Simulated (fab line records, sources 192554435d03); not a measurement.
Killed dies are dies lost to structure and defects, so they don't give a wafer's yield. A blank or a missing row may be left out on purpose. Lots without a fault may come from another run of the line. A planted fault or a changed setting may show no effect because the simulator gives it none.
Which tool did it? | flow n5_finfet | 24 lots, 72 wafers sampled, at 4 steps of a route of 1938

WHAT THE GAUGES READ, wafer by wafer
N5_BEOL_M13_INSPECT_55: inspects for defects (darkfield). Usual: raw_defect_count 71, standard deviation 24.
lot  | measured     | on                | raw_defect_count | flag
L074 | day 11 17:35 | defect_inspect-02 | 71 89 85         |
L075 | day 11 20:57 | defect_inspect-02 | 99 54 48         |
L076 | day 12 06:34 | defect_inspect-02 | 81 117 58        |
L078 | day 12 09:13 | defect_inspect-01 | 42 83 72         |
L077 | day 12 10:37 | defect_inspect-02 | 70 118 128       |
L081 | day 12 20:34 | defect_inspect-02 | 76 44 62         |
L079 | day 13 01:29 | defect_inspect-02 | 62 74 84         |
L083 | day 13 03:29 | defect_inspect-01 | 109 87 87        |
L080 | day 13 05:35 | defect_inspect-02 | 67 34 80         |
L082 | day 13 10:16 | defect_inspect-02 | 69 78 69         |
L084 | day 14 00:16 | defect_inspect-01 | 51 130 91        |
L085 | day 14 04:52 | defect_inspect-02 | 53 53 63         |
L088 | day 14 16:22 | defect_inspect-01 | 92 97 77         |
L086 | day 14 22:56 | defect_inspect-01 | 49 44 102        |
L089 | day 15 08:49 | defect_inspect-02 | 81 79 76         |
L087 | day 15 09:10 | defect_inspect-02 | 53 66 58         |
L092 | day 15 17:49 | defect_inspect-01 | 52 63 59         |
L090 | day 15 20:30 | defect_inspect-02 | 55 64 28         |
L091 | day 15 18:22 | defect_inspect-02 | 32 124 60        |
L094 | day 16 02:47 | defect_inspect-02 | 134 102 111      |
L093 | day 16 05:47 | defect_inspect-01 | 75 108 72        |
L095 | day 17 04:31 | defect_inspect-01 | 71 86 52         |
L097 | day 17 11:59 | defect_inspect-01 | 56 70 31         |
L096 | day 18 12:17 | defect_inspect-01 | 57 63 52         |

WHICH TOOL RAN EACH LOT (tool, then ch and the chambers of the sampled wafers, then the start)
lot  | N5_BEOL_M13_VIA_ETCH_16            | N5_BEOL_M13_DESCUM_33              | N5_BEOL_M13_DEGAS_41
L074 | rie_diel-05 ch 1,2,3, day 11 12:46 | rie_diel-02 ch 1,3, day 11 13:44   | pvd_sputter-01, day 11 16:19
L075 | rie_diel-04 ch 0,2,3, day 11 15:34 | rie_diel-02 ch 0,1, day 11 16:35   | pvd_sputter-02, day 11 19:41
L076 | rie_diel-04 ch 0,3, day 12 03:18   | rie_diel-05 ch 0,1,2, day 12 04:17 | pvd_sputter-02, day 12 05:19
L078 | rie_diel-02 ch 0,1,3, day 12 04:37 | rie_diel-02 ch 1,3, day 12 05:28   | pvd_sputter-02, day 12 07:57
L077 | rie_diel-02 ch 0,3, day 12 06:46   | rie_diel-02 ch 0,1,3, day 12 07:38 | pvd_sputter-03, day 12 09:04
L081 | rie_diel-02 ch 1,3, day 12 10:52   | rie_diel-05 ch 0,1, day 12 11:53   | pvd_sputter-02, day 12 18:46
L079 | rie_diel-05 ch 0,2,3, day 12 20:39 | rie_diel-04 ch 0,1,3, day 12 21:32 | pvd_sputter-01, day 13 00:11
L083 | rie_diel-02 ch 0,1,2, day 12 21:18 | rie_diel-05 ch 0,1,2, day 12 22:10 | pvd_sputter-02, day 13 01:58
L080 | rie_diel-02 ch 1,3, day 12 21:42   | rie_diel-02 ch 0,2,3, day 12 22:35 | pvd_sputter-01, day 13 02:49
L082 | rie_diel-05 ch 0,1,3, day 13 01:51 | rie_diel-04 ch 1,2,3, day 13 02:43 | pvd_sputter-03, day 13 08:11
L084 | rie_diel-04 ch 0,1,2, day 13 20:38 | rie_diel-04 ch 1,3, day 13 21:37   | pvd_sputter-02, day 13 22:49
L085 | rie_diel-04 ch 2,3, day 14 01:12   | rie_diel-04 ch 0,2,3, day 14 02:21 | pvd_sputter-02, day 14 03:32
L088 | rie_diel-04 ch 0,2, day 14 10:25   | rie_diel-02 ch 0,2,3, day 14 11:23 | pvd_sputter-02, day 14 15:05
L086 | rie_diel-04 ch 1,2,3, day 14 18:27 | rie_diel-05 ch 0,2,3, day 14 19:40 | pvd_sputter-02, day 14 21:26
L089 | rie_diel-02 ch 0,2, day 15 03:46   | rie_diel-04 ch 1,3, day 15 04:37   | pvd_sputter-01, day 15 07:32
L087 | rie_diel-05 ch 1,2, day 15 05:28   | rie_diel-04 ch 0,1,2, day 15 06:47 | pvd_sputter-01, day 15 07:54
L092 | rie_diel-04 ch 0,3, day 15 08:40   | rie_diel-04 ch 0,1,3, day 15 09:39 | pvd_sputter-02, day 15 16:33
L090 | rie_diel-02 ch 1,2,3, day 15 10:06 | rie_diel-02 ch 0,1,2, day 15 10:58 | pvd_sputter-02, day 15 19:14
L091 | rie_diel-02 ch 0,1,2, day 15 12:53 | rie_diel-05 ch 1,2,3, day 15 13:52 | pvd_sputter-02, day 15 16:59
L094 | rie_diel-05 ch 0,1, day 15 19:07   | rie_diel-04 ch 0,1,3, day 15 20:05 | pvd_sputter-02, day 16 01:28
L093 | rie_diel-04 ch 2,3, day 16 00:44   | rie_diel-05 ch 2,3, day 16 01:50   | pvd_sputter-03, day 16 04:30
L095 | rie_diel-04 ch 0,1,3, day 17 01:05 | rie_diel-02 ch 1,2,3, day 17 02:07 | pvd_sputter-01, day 17 03:14
L097 | rie_diel-02 ch 1,2, day 17 08:10   | rie_diel-04 ch 0,2, day 17 09:01   | pvd_sputter-01, day 17 10:41
L096 | rie_diel-02 ch 0,1, day 18 06:02   | rie_diel-02 ch 0,1,2, day 18 07:01 | pvd_sputter-02, day 18 11:01
- N5_BEOL_M13_VIA_ETCH_16: etches SiOC in C4F8/O2/Ar, target depth 921.7 nm.
- N5_BEOL_M13_DESCUM_33: chemistry O2, time 7.9 s.
- N5_BEOL_M13_DEGAS_41: time 60 s.

WHAT THE TOOLS THEMSELVES READ (means of the sampled wafers that have a number; where no wafer has one, the mark that the record gives instead)
N5_BEOL_M13_VIA_ETCH_16. Usual: drypump_motor_current_A 5.6 A, standard deviation 0.45; he_outer_torr 30.00 Torr, standard deviation 0.066; oes_product_au 0.73 a.u., standard deviation 0.085; rf_vpp_V 667.0 V, standard deviation 2.8; showerhead_plenum_p_Torr 3.48 Torr, standard deviation 0.11; throttle_valve_pct 24.18 %, standard deviation 0.29.
lot  | tool        | drypump_motor_current_A (A) | he_outer_torr (Torr) | oes_product_au (a.u.) | rf_vpp_V (V) | showerhead_plenum_p_Torr (Torr) | throttle_valve_pct (%) | flag
L074 | rie_diel-05 | 5.5                         | 29.94                | 0.76                  | 664.4        | 3.32                            | 23.96                  |
L075 | rie_diel-04 | 5.1                         | 29.96                | 0.77                  | 668.1        | 3.52                            | 23.93                  |
L076 | rie_diel-04 | 5.2                         | 30.00                | 0.79                  | 669.3        | 3.57                            | 23.78                  |
L078 | rie_diel-02 | 5.8                         | 29.96                | 0.68                  | 667.7        | 3.49                            | 24.27                  |
L077 | rie_diel-02 | 5.6                         | 29.93                | 0.73                  | 668.4        | 3.51                            | 24.10                  |
L081 | rie_diel-02 | 5.7                         | 29.92                | 0.67                  | 669.3        | 3.54                            | 24.31                  |
L079 | rie_diel-05 | 5.9                         | 29.98                | 0.75                  | 666.0        | 3.39                            | 24.21                  |
L083 | rie_diel-02 | 5.9                         | 29.94                | 0.70                  | 665.4        | 3.42                            | 24.40                  |
L080 | rie_diel-02 | 5.5                         | 30.04                | 0.71                  | 669.9        | 3.56                            | 24.13                  |
L082 | rie_diel-05 | 5.8                         | 30.02                | 0.70                  | 665.3        | 3.40                            | 24.28                  |
L084 | rie_diel-04 | 5.5                         | 30.06                | 0.78                  | 669.5        | 3.57                            | 24.11                  |
L085 | rie_diel-04 | 5.0                         | 30.02                | 0.74                  | 666.0        | 3.48                            | 24.06                  |
L088 | rie_diel-04 | 5.2                         | 29.93                | 0.73                  | 669.0        | 3.54                            | 23.87                  |
L086 | rie_diel-04 | 5.4                         | 30.01                | 0.77                  | 668.0        | 3.53                            | 24.22                  |
L089 | rie_diel-02 | 5.9                         | 29.99                | 0.69                  | 664.7        | 3.37                            | 24.38                  |
L087 | rie_diel-05 | 5.6                         | 30.00                | 0.86                  | 664.3        | 3.31                            | 23.84                  |
L092 | rie_diel-04 | 5.2                         | 30.01                | 0.77                  | 669.8        | 3.55                            | 23.81                  |
L090 | rie_diel-02 | 5.7                         | 30.01                | 0.73                  | 667.3        | 3.48                            | 24.28                  |
L091 | rie_diel-02 | 5.8                         | 29.96                | 0.68                  | 664.8        | 3.41                            | 24.42                  |
L094 | rie_diel-05 | 5.8                         | 29.98                | 0.79                  | 665.7        | 3.39                            | 24.16                  |
L093 | rie_diel-04 | 4.9                         | 30.11                | 0.70                  | 665.6        | 3.45                            | 24.14                  |
L095 | rie_diel-04 | 5.5                         | 29.99                | 0.77                  | 669.8        | 3.58                            | 24.06                  |
L097 | rie_diel-02 | 5.8                         | 30.02                | 0.66                  | 666.9        | 3.46                            | 24.46                  |
L096 | rie_diel-02 | 6.0                         | 30.08                | 0.79                  | 664.7        | 3.41                            | 24.18                  |

N5_BEOL_M13_DESCUM_33. Usual: drypump_motor_current_A 5.6 A, standard deviation 0.45; o2_flow_sccm 224.9 sccm, standard deviation 0.73; oes_product_au 0.81 a.u., standard deviation 0.093; rf_vpp_V 243.7 V, standard deviation 1.3; showerhead_plenum_p_Torr 2.13 Torr, standard deviation 0.076; throttle_valve_pct 20.43 %, standard deviation 0.3.
lot  | tool        | drypump_motor_current_A (A) | o2_flow_sccm (sccm) | oes_product_au (a.u.) | rf_vpp_V (V) | showerhead_plenum_p_Torr (Torr) | throttle_valve_pct (%) | flag
L074 | rie_diel-02 | 5.7                         | 225.5               | 0.75                  | 244.0        | 2.18                            | 20.53                  |
L075 | rie_diel-02 | 6.0                         | 225.4               | 0.71                  | 244.0        | 2.10                            | 20.64                  |
L076 | rie_diel-05 | 5.9                         | 224.6               | 0.74                  | 243.2        | 2.07                            | 20.40                  |
L078 | rie_diel-02 | 5.7                         | 225.0               | 0.75                  | 244.8        | 2.17                            | 20.55                  |
L077 | rie_diel-02 | 5.8                         | 225.5               | 0.75                  | 243.2        | 2.15                            | 20.54                  |
L081 | rie_diel-05 | 5.8                         | 224.4               | 0.68                  | 243.5        | 2.08                            | 20.52                  |
L079 | rie_diel-04 | 5.5                         | 225.6               | 0.89                  | 244.5        | 2.20                            | 20.18                  |
L083 | rie_diel-05 | 6.0                         | 225.0               | 0.74                  | 243.5        | 2.07                            | 20.40                  |
L080 | rie_diel-02 | 5.7                         | 225.1               | 0.83                  | 243.2        | 2.12                            | 20.54                  |
L082 | rie_diel-04 | 5.4                         | 224.3               | 0.87                  | 243.9        | 2.16                            | 20.29                  |
L084 | rie_diel-04 | 5.8                         | 225.3               | 0.91                  | 245.2        | 2.19                            | 20.31                  |
L085 | rie_diel-04 | 5.1                         | 224.6               | 0.81                  | 244.8        | 2.15                            | 20.18                  |
L088 | rie_diel-02 | 5.7                         | 225.3               | 0.81                  | 243.0        | 2.12                            | 20.57                  |
L086 | rie_diel-05 | 5.8                         | 224.6               | 0.81                  | 243.8        | 2.08                            | 20.50                  |
L089 | rie_diel-04 | 5.8                         | 224.4               | 0.90                  | 245.1        | 2.19                            | 20.33                  |
L087 | rie_diel-04 | 5.4                         | 224.8               | 0.84                  | 245.0        | 2.20                            | 20.46                  |
L092 | rie_diel-04 | 5.5                         | 224.7               | 0.86                  | 244.5        | 2.19                            | 20.21                  |
L090 | rie_diel-02 | 5.9                         | 225.2               | 0.75                  | 242.4        | 2.10                            | 20.69                  |
L091 | rie_diel-05 | 5.6                         | 224.7               | 0.90                  | 242.9        | 2.04                            | 20.29                  |
L094 | rie_diel-04 | 5.5                         | 224.1               | 0.86                  | 244.6        | 2.19                            | 20.22                  |
L093 | rie_diel-05 | 5.6                         | 224.8               | 0.84                  | 241.6        | 2.03                            | 20.27                  |
L095 | rie_diel-02 | 5.6                         | 225.5               | 0.78                  | 243.7        | 2.14                            | 20.59                  |
L097 | rie_diel-04 | 5.0                         | 225.5               | 0.78                  | 243.1        | 2.16                            | 20.48                  |
L096 | rie_diel-02 | 5.9                         | 224.5               | 0.85                  | 243.1        | 2.09                            | 20.54                  |

N5_BEOL_M13_DEGAS_41. Usual: heater_power_w 344 W, standard deviation 49.
lot  | tool           | heater_power_w (W) | flag
L074 | pvd_sputter-01 | 340                |
L075 | pvd_sputter-02 | 371                |
L076 | pvd_sputter-02 | 322                |
L078 | pvd_sputter-02 | 330                |
L077 | pvd_sputter-03 | 325                |
L081 | pvd_sputter-02 | 379                |
L079 | pvd_sputter-01 | 334                |
L083 | pvd_sputter-02 | 328                |
L080 | pvd_sputter-01 | 357                |
L082 | pvd_sputter-03 | 311                |
L084 | pvd_sputter-02 | 317                |
L085 | pvd_sputter-02 | 330                |
L088 | pvd_sputter-02 | 339                |
L086 | pvd_sputter-02 | 315                |
L089 | pvd_sputter-01 | 400                |
L087 | pvd_sputter-01 | 387                |
L092 | pvd_sputter-02 | 326                |
L090 | pvd_sputter-02 | 324                |
L091 | pvd_sputter-02 | 359                |
L094 | pvd_sputter-02 | 372                |
L093 | pvd_sputter-03 | 308                |
L095 | pvd_sputter-01 | 385                |
L097 | pvd_sputter-01 | 334                |
L096 | pvd_sputter-02 | 335                |

THE ANSWER, worked out from the rows above alone
Rule: a lot is off if the mean of its wafers that have a number lies more than 3 standard deviations from the usual mean. A lot without any number at a reading at which 4 lots or more have one is off too. The other lots that the step has rows for count as sound. The gauges are gone through in route order, then the tools' own readings, and for those a lot's mean is taken as printed above. The first step at which some lot is off is used, and at that step the reading that is off furthest; a lot without a number counts as furthest.
No lot is off at any reading shown: from this, nothing can be told.

WHAT THE SIMULATOR HAD PUT IN
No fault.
